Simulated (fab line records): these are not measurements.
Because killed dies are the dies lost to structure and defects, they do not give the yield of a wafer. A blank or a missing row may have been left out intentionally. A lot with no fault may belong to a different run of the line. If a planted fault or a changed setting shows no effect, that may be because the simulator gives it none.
Which of the tools did it?    flow n5-finfet    10 lots, 30 wafers sampled, at 4 steps of a route of 1938

## WHAT THE GAUGES READ, wafer by wafer
N5_BEOL_M12_INSPECT_30: inspects for defects (macro).
lot   measured      on                 raw-defect-count
L687  day 11 06:01  defect-inspect-01  3 2 3
L689  day 11 10:47  defect-inspect-02  2 1 0
L691  day 12 08:46  defect-inspect-01  2 3 0
L692  day 13 14:22  defect-inspect-01  1 2 3
L697  day 14 08:30  defect-inspect-02  257 236 263
L698  day 14 21:07  defect-inspect-01  0 1 3
L696  day 14 23:49  defect-inspect-01  291 250 258
L706  day 16 04:50  defect-inspect-01  0 4 2
L705  day 16 20:49  defect-inspect-01  2 2 2
L704  day 16 21:34  defect-inspect-02  3 2 1

## EACH LOT AND THE TOOL THAT RAN IT (in order: tool; ch and the chambers of the sampled wafers; start)
lot   N5_BEOL_M12_ETCH_59                 N5_BEOL_M12_STRIP_64                  N5_BEOL_M12_STRIP_71
L687  rie-diel-02 ch 0,2, day 11 05:10    plasma-asher-01 ch 0,1, day 11 05:30  wet-bench-04 ch 1,4,6, day 11 05:34
L689  rie-diel-05 ch 1,2, day 11 09:50    plasma-asher-01 ch 0,1, day 11 10:10  wet-bench-01 ch 2,3,7, day 11 10:13
L691  rie-diel-06 ch 0,1,2, day 12 07:56  plasma-asher-02 ch 0,1, day 12 08:14  wet-bench-04 ch 1,2,7, day 12 08:20
L692  rie-diel-06 ch 1,2,3, day 13 13:24  plasma-asher-01 ch 0,1, day 13 13:43  wet-bench-01 ch 0,6,7, day 13 13:48
L697  rie-diel-02 ch 0,1,2, day 14 07:32  plasma-asher-01 ch 0,1, day 14 07:51  wet-bench-01 ch 1,4,6, day 14 07:56
L698  rie-diel-06 ch 0,1,3, day 14 20:10  plasma-asher-02 ch 0,1, day 14 20:28  wet-bench-04 ch 0,2,3, day 14 20:33
L696  rie-diel-02 ch 1,2, day 14 22:51    plasma-asher-01 ch 0,1, day 14 23:11  wet-bench-01 ch 5,6,7, day 14 23:15
L706  rie-diel-05 ch 0,2,3, day 16 04:00  plasma-asher-02 ch 0,1, day 16 04:19  wet-bench-04 ch 0,3,6, day 16 04:23
L705  rie-diel-06 ch 2,3, day 16 19:51    plasma-asher-01 ch 0,1, day 16 20:10  wet-bench-03 ch 4,5,6, day 16 20:15
L704  rie-diel-06 ch 1,2, day 16 20:35    plasma-asher-01 ch 0,1, day 16 20:55  wet-bench-03 ch 2,5,6, day 16 20:59
- N5_BEOL_M12_ETCH_59: etches BARC in N2/H2, target depth 89 nm, overetch 26.7 nm, time 67.9 s.
- N5_BEOL_M12_STRIP_64: strips in N2/H2.
- N5_BEOL_M12_STRIP_71: strips in post etch residue remover, time 60 s.

## THE ANSWER, worked out from the rows above alone
Rule: the lots themselves supply what counts as usual. Put in order of their means at a reading, lots are off if they are a third of the lots or fewer, leave a main group of 4 or more, and stand apart from it by a gap of 3 or more times the standard deviation of the main group's means; of several such gaps the widest counts. The tables above print the reading to a certain number of digits; a main group whose means all agree to those digits is not used. Also off: a lot with no number at a reading for which 4 or more lots have one. Any other lot the step has rows for is counted as sound.
Off at N5_BEOL_M12_INSPECT_30 (raw-defect-count): L697, L696. The main group has a mean of 1.8 with a standard deviation of 0.47.
If a tool, at a process step before that reading, ran all the lots that are off and no sound lot after the first of them, it fits. The gauges at N5_BEOL_M12_INSPECT_30 are tried like those tools. Undecided on this evidence; 2 tools fit (rie-diel-02 at N5_BEOL_M12_ETCH_59, wet-bench-01 at N5_BEOL_M12_STRIP_71).

## WHAT THE SIMULATOR HAD PUT IN
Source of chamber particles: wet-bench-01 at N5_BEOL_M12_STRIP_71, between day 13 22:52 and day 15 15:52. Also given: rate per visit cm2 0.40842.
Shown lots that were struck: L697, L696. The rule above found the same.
